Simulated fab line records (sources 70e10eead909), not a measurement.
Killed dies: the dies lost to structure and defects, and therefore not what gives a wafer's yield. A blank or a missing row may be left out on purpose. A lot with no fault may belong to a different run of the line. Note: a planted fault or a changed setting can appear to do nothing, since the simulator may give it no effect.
Matching of chambers    flow nand-harc    NHARC_A_M0_STRIP_18 on rie-diel-06 has 4 sister chambers
The step strips in N2/H2. 20 wafers are shown with their chamber, then 10 later ones without.

## WAFERS WITH THEIR CHAMBER
wafer   chamber  showerhead-plenum-p-Torr (Torr)  drypump-motor-current-A (A)  oes-product-au (a.u.)
L074.1  2        1.99                             5.8                          0.987
L074.2  3        2.15                             5.6                          0.998
L074.3  1        1.91                             5.9                          1.003
L075.1  1        1.91                             5.9                          1.015
L075.3  3        2.15                             5.7                          1.012
L075.5  2        1.99                             5.8                          1.000
L076.2  3        2.15                             5.6                          1.002
L076.4  2        1.99                             5.7                          0.990
L076.6  1        1.91                             5.9                          0.991
L082.2  3        2.15                             5.6                          1.000
L082.4  0        2.08                             6.5                          0.984
L082.5  3        2.15                             5.7                          0.996
L087.2  0        2.08                             6.5                          0.966
L087.3  2        1.99                             5.8                          0.992
L087.4  1        1.91                             5.9                          1.009
L089.2  0        2.08                             6.5                          0.973
L089.4  1        1.91                             5.9                          0.997
L089.5  3        2.15                             5.6                          1.001
L091.1  3        2.14                             5.6                          1.004
L091.4  2        1.99                             5.7                          0.995

SIGNATURES (averages over the wafers above)
reading                   chamber 0  chamber 1  chamber 2  chamber 3  scatter within a chamber
showerhead-plenum-p-Torr  2.0800     1.9100     1.9900     2.1486     0.00231
drypump-motor-current-A   6.500      5.900      5.760      5.629      0.0405
oes-product-au            0.97433    1.00300    0.99280    1.00186    0.007
Rule: for each reading, subtract the chamber's mean from the wafer's reading, divide by that reading's scatter and square the result; add these up over the readings and take the root, which gives the wafer's distance from the chamber. If the next closest chamber is less than 2 further off than the closest, the wafer can't be placed; otherwise it belongs to the closest. The scatter is the square root of a quotient: the sum, over the shown wafers, of each reading's squared deviation from its chamber's mean, divided by wafers minus chambers.

## WAFERS WITH NO CHAMBER GIVEN
wafer   showerhead-plenum-p-Torr (Torr)  drypump-motor-current-A (A)  oes-product-au (a.u.)
L091.5  1.99                             5.7                          0.982
L092.1  2.14                             5.7                          0.991
L092.3  1.91                             5.9                          1.003
L092.5  1.91                             5.9                          0.998
L096.1  1.91                             5.9                          1.010
L096.2  2.08                             6.5                          0.988
L096.3  2.14                             5.6                          1.013
L097.2  2.08                             6.5                          0.976
L097.4  1.99                             5.8                          1.006
L097.6  2.08                             6.5                          0.976

## WHICH CHAMBER EACH WENT THROUGH
wafer   from the rows above  in truth
L091.5  2                    2
L092.1  3                    3
L092.3  1                    1
L092.5  1                    1
L096.1  1                    1
L096.2  0                    0
L096.3  3                    3
L097.2  0                    0
L097.4  2                    2
L097.6  0                    0
10 of 10 placed correctly. Can't be placed from these rows: 0. Wrongly placed: 0.
